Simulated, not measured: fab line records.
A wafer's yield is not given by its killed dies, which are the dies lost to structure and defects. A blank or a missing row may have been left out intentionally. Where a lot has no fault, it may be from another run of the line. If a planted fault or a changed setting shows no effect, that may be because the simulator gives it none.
fab line records -- flow n5-finfet
record: lots: 7, wafers: 39
route steps=1938 shown BEOL_M4@1070 BEOL_M5@1191
start-h: hours from the record's opening day to when the first of the lot's shown wafers began -- wait-h: time in hours since the lot's previous step -- " unchanged from the row above -- L1.1+2: a single row standing in for several wafers -- - no value present, or no start provided -- * or withheld: withheld -- < > ~ a bound
route shown NAME@n: NAME is a module with steps in the file, n the number in the route of the first one -- usual: the fault-free wafers' mean and standard deviation -- same: alike in all rows -- chamber/n: place in a boat -- sites: each site's reading -- _std_site: the values' standard deviation -- _edge_site: mean of outer sites minus mean of inner sites -- radius-mm: for every site, how far away it sits from the centre of the wafer -- mask NAME#n: copy n -- behind: the most recent tool/chamber to have shaped the wafer -- hold: cause of the lot's hold/its duration in hours/its outcome -- device: transistor that didn't switch, given as n, p or np -- end of line: at the end of the route, the tests of the same wafers -- for a step that has no rows: nothing shown but its recipe -- killed: dies that structure and defects cost at the first sort, which is not the same as the wafer's yield -- map: a wafer's dies, marking killed ones x, the rest . and places with no die _
set.NAME: setting as actually run; set.NAME@STEP: the setting as run at that earlier step -- model.NAME: the simulator's own value behind a step, which no gauge read
lots whose settings were changed on purpose; a table a step, a row a wafer
== steps ==
step: N5_BEOL_M4_TRENCH_ETCH_37
recipe: chemistry: C4F6/O2, target-depth-a: 555.55, target: SiOC, time-s: 29.2, ion-energy-ev: 250, pressure-mtorr: 30, source-w: 355, bias-w: 185, Ar_flow_sccm: 300, C4F6_flow_sccm: 10, O2_flow_sccm: 10
lot.wafer,tool,chamber,start-h,wait-h,set.target-depth-a,model.BEOL_M4.feature-depth-nm,model.etch.depth-nm,model.TiN_of_BEOL_M4_HM_DEP_02.thk-nm
L081.1,rie-diel-01,3,-,-,555.55,55.8,55.86,17.2
L081.2,rie-diel-01,2,-,-,555.55,54.2,54.26,17.6
L081.3,rie-diel-01,1,-,-,555.55,55.2,55.22,17.4
L081.4,rie-diel-01,0,-,-,786,77.6,77.53,16.6
L081.5,rie-diel-01,2,-,-,786,76.2,76.13,16.6
L081.6,rie-diel-01,3,-,-,786,79.2,79.19,16.8
L083.2,rie-diel-01,2,-,-,555.55,54.8,54.72,17.6
L083.5,rie-diel-01,1,-,-,555.55,55.4,55.41,17.6
L083.6,rie-diel-01,2,-,-,555.55,54.6,54.55,17.6
L085.1,rie-diel-01,0,-,-,555.55,55.2,55.29,17.4
L085.2,rie-diel-01,2,-,-,555.55,53.8,53.89,17.4
L085.3,rie-diel-01,3,-,-,555.55,56,56.07,17.2
L085.4,rie-diel-01,0,-,-,555.55,55.4,55.34,17.6
L085.5,rie-diel-01,3,-,-,555.55,56.4,56.44,17.4
L085.6,rie-diel-01,2,-,-,555.55,54.2,54.27,17.2
L092.1,rie-diel-03,2,-,-,651,64.6,64.59,17.8
L092.2,rie-diel-03,1,-,-,555.55,56.4,56.41,18.4
L092.3,rie-diel-03,0,-,-,651,66,66.07,17.8
L092.4,rie-diel-03,3,-,-,555.55,55,55.04,18.4
L092.5,rie-diel-03,0,-,-,651,66.2,66.22,18
L092.6,rie-diel-03,1,-,-,555.55,55.8,55.79,18.2
L091.1,rie-diel-03,0,-,-,555.55,56.2,56.16,17.8
L091.2,rie-diel-03,2,-,-,555.55,55,54.95,17.4
L091.3,rie-diel-03,1,-,-,320.8,32.2,32.29,18.6
L091.4,rie-diel-03,3,-,-,555.55,54.8,54.87,17.8
L091.5,rie-diel-03,3,-,-,320.8,31.4,31.46,18.6
L091.6,rie-diel-03,2,-,-,320.8,31.6,31.55,18.4
L093.1,rie-diel-04,2,-,-,555.55,54.8,54.88,17.8
L093.2,rie-diel-04,0,-,-,555.55,56.8,56.76,17.8
L093.3,rie-diel-04,3,-,-,243.6,24.4,24.32,19
L093.4,rie-diel-04,1,-,-,243.6,24.6,24.55,19
L093.5,rie-diel-04,1,-,-,243.6,24.2,24.28,19.2
L093.6,rie-diel-04,2,-,-,555.55,55.2,55.28,17.8
L096.1,rie-diel-01,0,-,-,555.55,55.2,55.16,17.2
L096.2,rie-diel-01,1,-,-,555.55,56.6,56.69,17.4
L096.3,rie-diel-01,3,-,-,555.55,56.6,56.67,17.2
L096.4,rie-diel-01,0,-,-,555.55,55.4,55.47,17.4
L096.5,rie-diel-01,3,-,-,555.55,56.8,56.88,17.4
L096.6,rie-diel-01,1,-,-,555.55,56.6,56.5,17.4
step: N5_BEOL_M4_ETCH_41
recipe: chemistry: CH3F/O2, target: SiCN, target-depth-a: 299, taper-deg: 2, time-s: 52.5, ion-energy-ev: 120, mask-material: TiN, pressure-mtorr: 30, source-w: 395, bias-w: 75, Ar_flow_sccm: 150, CH3F_flow_sccm: 30, O2_flow_sccm: 20
step: N5_BEOL_M4_STRIP_97
recipe: chemistry: N2/H2, time-s: 10, power-w: 450, temp-c: 40, pressure-mtorr: 20, rf-frequency-hz: 6e+07, bias-power-w: 7, n2-flow-sccm: 200, h2-flow-sccm: 200
step: N5_BEOL_M4_OCD_MEAS_38
usual: trench-depth-nm: 55.5/0.92
lot.wafer,tool,chamber,start-h,wait-h,set.target-depth-a@BEOL_M4_TRENCH_ETCH_37,trench-depth-nm
L081.1,ocd-01,-,220.41,-,555.55,56.2
L081.2,ocd-01,-,220.41,-,555.55,54.1
L081.3,ocd-01,-,220.41,-,555.55,55.4
L081.4,ocd-01,-,220.41,-,786,77.9
L081.5,ocd-01,-,220.41,-,786,76.0
L081.6,ocd-01,-,220.41,-,786,79.3
L083.2,ocd-02,-,230.61,-,555.55,55.3
L083.5,ocd-02,-,230.61,-,555.55,55.2
L083.6,ocd-02,-,230.61,-,555.55,54.7
L085.1,ocd-02,-,253.73,-,555.55,55.2
L085.2,ocd-02,-,253.73,-,555.55,53.7
L085.3,ocd-02,-,253.73,-,555.55,56.5
L085.4,ocd-02,-,253.73,-,555.55,55.0
L085.5,ocd-02,-,253.73,-,555.55,56.6
L085.6,ocd-02,-,253.73,-,555.55,54.0
L092.1,ocd-02,-,278.60,-,651,64.3
L092.2,ocd-02,-,278.60,-,555.55,56.5
L092.3,ocd-02,-,278.60,-,651,66.8
L092.4,ocd-02,-,278.60,-,555.55,55.4
L092.5,ocd-02,-,278.60,-,651,67.0
L092.6,ocd-02,-,278.60,-,555.55,55.8
L091.1,ocd-02,-,283.27,-,555.55,55.9
L091.2,ocd-02,-,283.27,-,555.55,55.2
L091.3,ocd-02,-,283.27,-,320.8,32.0
L091.4,ocd-02,-,283.27,-,555.55,54.4
L091.5,ocd-02,-,283.27,-,320.8,31.4
L091.6,ocd-02,-,283.27,-,320.8,32.0
L093.1,ocd-02,-,303.39,-,555.55,54.6
L093.2,ocd-02,-,303.39,-,555.55,56.3
L093.3,ocd-02,-,303.39,-,243.6,24.1
L093.4,ocd-02,-,303.39,-,243.6,24.5
L093.5,ocd-02,-,303.39,-,243.6,24.0
L093.6,ocd-02,-,303.39,-,555.55,55.1
L096.1,ocd-02,-,311.95,-,555.55,55.2
L096.2,ocd-02,-,311.95,-,555.55,56.3
L096.3,ocd-02,-,311.95,-,555.55,56.5
L096.4,ocd-02,-,311.95,-,555.55,55.3
L096.5,ocd-02,-,311.95,-,555.55,56.6
L096.6,ocd-02,-,311.95,-,555.55,56.2
step: N5_BEOL_M4_HM_STRIP_39
recipe: chemistry: peroxide-tin-strip, material: TiN, target-depth-a: 250, temp-c: 50, time-s: 158
step: N5_BEOL_M4_SRD_40
recipe: time-s: 30, temp-c: 23, rinse-liquid: diw, dry: ipa-marangoni
step: N5_BEOL_M4_ECD_50
recipe: material: Cu, target-thk-a: 3000
step: N5_BEOL_M4_ANNEAL_51
recipe: temp-c: 225, time-s: 90, ambient: N2
step: N5_BEOL_M4_CMP_52
recipe: stop-on: SiOC, t-overpolish-s: 6.8, down-force-psi: 1, platen-rpm: 50, clearing-platen-down-force-psi: 1.5, clearing-platen-rpm: 50, post-cmp-clean: cu-alkaline, target-thk-nm: 40, clearing-platen-pad-velocity-m-s: 0.99484, pad-velocity-m-s: 0.99484
lot.wafer,tool,chamber,start-h,wait-h,set.target-depth-a@BEOL_M4_TRENCH_ETCH_37,model.Cu_of_BEOL_M4_ECD_50.thk-nm
L081.3,cmp-02,3,223.95,0.2,555.55,38.6
L081.2,cmp-02,0,223.95,0.2,555.55,36.8
L081.4,cmp-02,1,223.95,0.2,786,62.2
L081.1,cmp-02,2,223.95,0.2,555.55,39.2
L081.6,cmp-02,3,223.95,0.2,786,63.2
L081.5,cmp-02,0,223.95,0.2,786,59.6
L083.2,cmp-03,0,234.15,0.3,555.55,39
L083.6,cmp-03,1,234.15,0.3,555.55,37.6
L083.5,cmp-03,2,234.15,0.3,555.55,40.8
L085.2,cmp-03,3,257.16,0.2,555.55,38.6
L085.1,cmp-03,0,257.16,0.2,555.55,39.2
L085.3,cmp-03,1,257.16,0.2,555.55,39.8
L085.4,cmp-03,2,257.16,0.2,555.55,41.2
L085.5,cmp-03,3,257.16,0.2,555.55,42
L085.6,cmp-03,0,257.16,0.2,555.55,38.8
L092.2,cmp-02,1,282.00,0.2,555.55,40.6
L092.3,cmp-02,2,282.00,0.2,651,50
L092.4,cmp-02,3,282.00,0.2,555.55,39.8
L092.1,cmp-02,0,282.00,0.2,651,48.8
L092.6,cmp-02,1,282.00,0.2,555.55,41.2
L092.5,cmp-02,2,282.00,0.2,651,50.6
L091.2,cmp-02,2,286.63,0.2,555.55,39
L091.1,cmp-02,3,286.63,0.2,555.55,39.8
L091.4,cmp-02,0,286.63,0.2,555.55,37.2
L091.3,cmp-02,1,286.63,0.2,320.8,15.4
L091.5,cmp-02,2,286.63,0.2,320.8,14.8
L091.6,cmp-02,3,286.63,0.2,320.8,16.6
L093.4,cmp-02,1,306.57,0.1,243.6,7
L093.2,cmp-02,2,306.57,0.1,555.55,39.2
L093.1,cmp-02,3,306.57,0.1,555.55,38.4
L093.3,cmp-02,0,306.57,0.1,243.6,6.8
L093.6,cmp-02,1,306.57,0.1,555.55,37.8
L093.5,cmp-02,2,306.57,0.1,243.6,7.6
L096.2+6,cmp-03,"1,2",315.68,0.2,555.55,41.4
L096.3,cmp-03,2,315.68,0.2,555.55,42
L096.4,cmp-03,3,315.68,0.2,555.55,38.2
L096.1,cmp-03,0,315.68,0.2,555.55,40
L096.5,cmp-03,1,315.68,0.2,555.55,41
step: N5_BEOL_M4_THK_MEAS_53
recipe: thk-meas-gauge: xrf, reads: Cu_of_BEOL_M4_ECD_50
usual: M4_THK: 40.0/1.2
lot.wafer,tool,chamber,start-h,wait-h,set.target-depth-a@BEOL_M4_TRENCH_ETCH_37,M4_THK[nm]
L081.1,film-metro-01,-,224.24,-,555.55,39.7
L081.2,film-metro-01,-,224.24,-,555.55,37.3
L081.3,film-metro-01,-,224.24,-,555.55,39.1
L081.4,film-metro-01,-,224.24,-,786,62.8
L081.5,film-metro-01,-,224.24,-,786,60.2
L081.6,film-metro-01,-,224.24,-,786,64.0
L083.2,film-metro-02,-,234.33,-,555.55,39.6
L083.5,film-metro-02,-,234.33,-,555.55,41.0
L083.6,film-metro-02,-,234.33,-,555.55,38.3
L085.1,film-metro-01,-,257.45,-,555.55,40.0
L085.2,film-metro-01,-,257.45,-,555.55,39.3
L085.3,film-metro-01,-,257.45,-,555.55,40.5
L085.4,film-metro-01,-,257.45,-,555.55,41.8
L085.5,film-metro-01,-,257.45,-,555.55,42.7
L085.6,film-metro-01,-,257.45,-,555.55,39.7
L092.1,film-metro-01,-,282.30,-,651,49.2
L092.2,film-metro-01,-,282.30,-,555.55,40.8
L092.3,film-metro-01,-,282.30,-,651,50.0
L092.4,film-metro-01,-,282.30,-,555.55,39.8
L092.5,film-metro-01,-,282.30,-,651,50.7
L092.6,film-metro-01,-,282.30,-,555.55,41.5
L091.1,film-metro-01,-,286.92,-,555.55,40.4
L091.2,film-metro-01,-,286.92,-,555.55,39.6
L091.3,film-metro-01,-,286.92,-,320.8,15.7
L091.4,film-metro-01,-,286.92,-,555.55,37.9
L091.5,film-metro-01,-,286.92,-,320.8,15.1
L091.6,film-metro-01,-,286.92,-,320.8,16.9
L093.1,film-metro-01,-,306.86,-,555.55,38.8
L093.2,film-metro-01,-,306.86,-,555.55,39.4
L093.3,film-metro-01,-,306.86,-,243.6,6.9
L093.4,film-metro-01,-,306.86,-,243.6,7.1
L093.5,film-metro-01,-,306.86,-,243.6,7.7
L093.6,film-metro-01,-,306.86,-,555.55,38.1
L096.1,film-metro-02,-,315.98,-,555.55,40.1
L096.2,film-metro-02,-,315.98,-,555.55,41.3
L096.3,film-metro-02,-,315.98,-,555.55,42.0
L096.4,film-metro-02,-,315.98,-,555.55,38.2
L096.5,film-metro-02,-,315.98,-,555.55,41.1
L096.6,film-metro-02,-,315.98,-,555.55,41.4
step: N5_BEOL_M4_PRE_CLEAN_60
recipe: gas: NH3/H2, time-s: 15, temp-c: *, rf-power-w: 300
step: N5_BEOL_M4_CO_CAP_55
recipe: material: Co, target-thk-a: 20, temp-c: 200, precursor: CCTBA/H2, pressure-torr: 30, time-s: 102.1
step: N5_BEOL_M4_PRE_CLEAN_56
recipe: gas: NH3, time-s: 15, temp-c: withheld, rf-power-w: 300
step: N5_BEOL_M4_DEP_57
recipe: material: SiCN, target-thk-a: 80, temp-c: withheld, precursor: 3MS/NH3, pressure-torr: 3, rf-w: 202, time-s: 14
step: N5_BEOL_M4_RS_MEAS_58
recipe: thk-meas-gauge: four-point-probe, reads: Co_of_BEOL_M4_CO_CAP_55+Cu_of_BEOL_M4_ECD_50+Co_of_BEOL_M4_CVD_47+TaN_of_BEOL_M4_ALD_84
usual: M4_RS: 0.674/0.027
lot.wafer,tool,chamber,start-h,wait-h,set.target-depth-a@BEOL_M4_TRENCH_ETCH_37,M4_RS[ohm/sq]
L081.1,film-metro-01,-,224.53,0.1,555.55,0.689
L081.2,film-metro-01,-,224.53,0.1,555.55,0.744
L081.3,film-metro-01,-,224.53,0.1,555.55,0.701
L081.4,film-metro-01,-,224.53,0.1,786,0.386
L081.5,film-metro-01,-,224.53,0.1,786,0.406
L081.6,film-metro-01,-,224.53,0.1,786,0.379
L083.2,film-metro-02,-,234.59,0.1,555.55,0.691
L083.5,film-metro-02,-,234.59,0.1,555.55,0.651
L083.6,film-metro-02,-,234.59,0.1,555.55,0.721
L085.1,film-metro-02,-,257.71,0.0,555.55,0.684
L085.2,film-metro-02,-,257.71,0.0,555.55,0.700
L085.3,film-metro-02,-,257.71,0.0,555.55,0.669
L085.4,film-metro-02,-,257.71,0.0,555.55,0.641
L085.5,film-metro-02,-,257.71,0.0,555.55,0.629
L085.6,film-metro-02,-,257.71,0.0,555.55,0.693
L092.1,film-metro-02,-,282.56,0.0,651,0.518
L092.2,film-metro-02,-,282.56,0.0,555.55,0.658
L092.3,film-metro-02,-,282.56,0.0,651,0.504
L092.4,film-metro-02,-,282.56,0.0,555.55,0.671
L092.5,film-metro-02,-,282.56,0.0,651,0.498
L092.6,film-metro-02,-,282.56,0.0,555.55,0.643
L091.1,film-metro-02,-,287.18,0.0,555.55,0.674
L091.2,film-metro-02,-,287.18,0.0,555.55,0.689
L091.3,film-metro-02,-,287.18,0.0,320.8,2.438
L091.4,film-metro-02,-,287.18,0.0,555.55,0.732
L091.5,film-metro-02,-,287.18,0.0,320.8,2.579
L091.6,film-metro-02,-,287.18,0.0,320.8,2.201
L093.1,film-metro-02,-,307.12,0.0,555.55,0.701
L093.2,film-metro-02,-,307.12,0.0,555.55,0.687
L093.3,film-metro-02,-,307.12,0.0,243.6,7.967
L093.4,film-metro-02,-,307.12,0.0,243.6,7.483
L093.5,film-metro-02,-,307.12,0.0,243.6,6.688
L093.6,film-metro-02,-,307.12,0.0,555.55,0.717
L096.1,film-metro-02,-,316.24,0.0,555.55,0.671
L096.2,film-metro-02,-,316.24,0.0,555.55,0.640
L096.3,film-metro-02,-,316.24,0.0,555.55,0.627
L096.4,film-metro-02,-,316.24,0.0,555.55,0.708
L096.5,film-metro-02,-,316.24,0.0,555.55,0.648
L096.6,film-metro-02,-,316.24,0.0,555.55,0.639
step: N5_BEOL_M5_DEP_56
recipe: material: SiCN, target-thk-a: 80, temp-c: withheld, precursor: 3MS/NH3, pressure-torr: 3, rf-w: 202, time-s: 14
lot.wafer,tool,chamber,start-h,wait-h,set.target-thk-a,model.SiCN_of_BEOL_M5_DEP_56.thk-nm
L081.1+2,pecvd-04,"2,1",236.71,0.0,60.84,5.8
L081.3,pecvd-04,0,236.71,0.0,80,7.6
L081.4,pecvd-04,2,236.71,0.0,60.84,6
L081.5+6,pecvd-04,"0,1",236.71,0.0,80,7.8
L083.2,pecvd-04,2,248.15,0.0,80,7.8
L083.5+6,pecvd-04,"2,1",248.15,0.0,80,8
L085.1,pecvd-01,0,272.17,0.0,80,8
L085.2+4,pecvd-01,"2,1",272.17,0.0,80,8.2
L085.3,pecvd-01,1,272.17,0.0,118.5,11.8
L085.5+6,pecvd-01,"0,2",272.17,0.0,118.5,12
L092.1,pecvd-01,1,297.96,0.0,80,7.8
L092.2,pecvd-01,2,297.96,0.0,100.5,9.8
L092.3,pecvd-01,0,297.96,0.0,80,7.6
L092.4,pecvd-01,2,297.96,0.0,80,8
L092.5+6,pecvd-01,"0,1",297.96,0.0,100.5,10
L091.1+6,pecvd-02,"2,0",303.95,0.0,45.22,4.4
L091.2+4+5,pecvd-02,"1,2,1",303.95,0.0,80,8
L091.3,pecvd-02,0,303.95,0.0,45.22,4.6
L093.1+6,pecvd-01,1,325.23,0.0,80,8
L093.2+4,pecvd-01,"2,1",325.23,0.0,80,8.2
L093.3+5,pecvd-01,2,325.23,0.0,80,8.4
L096.1+3,pecvd-01,1,331.49,0.0,80,7.8
L096.2+4+6,pecvd-01,"2,2,1",331.49,0.0,99.45,10
L096.5,pecvd-01,2,331.49,0.0,80,8.2
== key ==
split: step: N5_BEOL_M4_TRENCH_ETCH_37, setting: target-depth-a, stated: 555.55, by: wafer
response: step: N5_BEOL_M4_TRENCH_ETCH_37, reading: model.BEOL_M4.feature-depth-nm, change: +0.554, per: 1%, r: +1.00
response: step: N5_BEOL_M4_TRENCH_ETCH_37, reading: model.etch.depth-nm, change: +0.554, per: 1%, r: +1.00
response: step: N5_BEOL_M4_TRENCH_ETCH_37, reading: model.TiN_of_BEOL_M4_HM_DEP_02.thk-nm, change: -0.021, per: 1%, r: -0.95
response: step: N5_BEOL_M4_OCD_MEAS_38, reading: trench-depth-nm, change: +0.552, per: 1%, r: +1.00
response: step: N5_BEOL_M4_CMP_52, reading: model.Cu_of_BEOL_M4_ECD_50.thk-nm, change: +0.556, per: 1%, r: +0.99
response: step: N5_BEOL_M4_THK_MEAS_53, reading: M4_THK, change: +0.561, per: 1%, r: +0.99
response: step: N5_BEOL_M4_RS_MEAS_58, reading: M4_RS, shape: bent, at-lowest: 7.379, at-stated: 0.678, at-highest: 0.390
split: step: N5_BEOL_M5_DEP_56, setting: target-thk-a, stated: 80, by: wafer
response: step: N5_BEOL_M5_DEP_56, reading: model.SiCN_of_BEOL_M5_DEP_56.thk-nm, change: +0.0806, per: 1%, r: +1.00
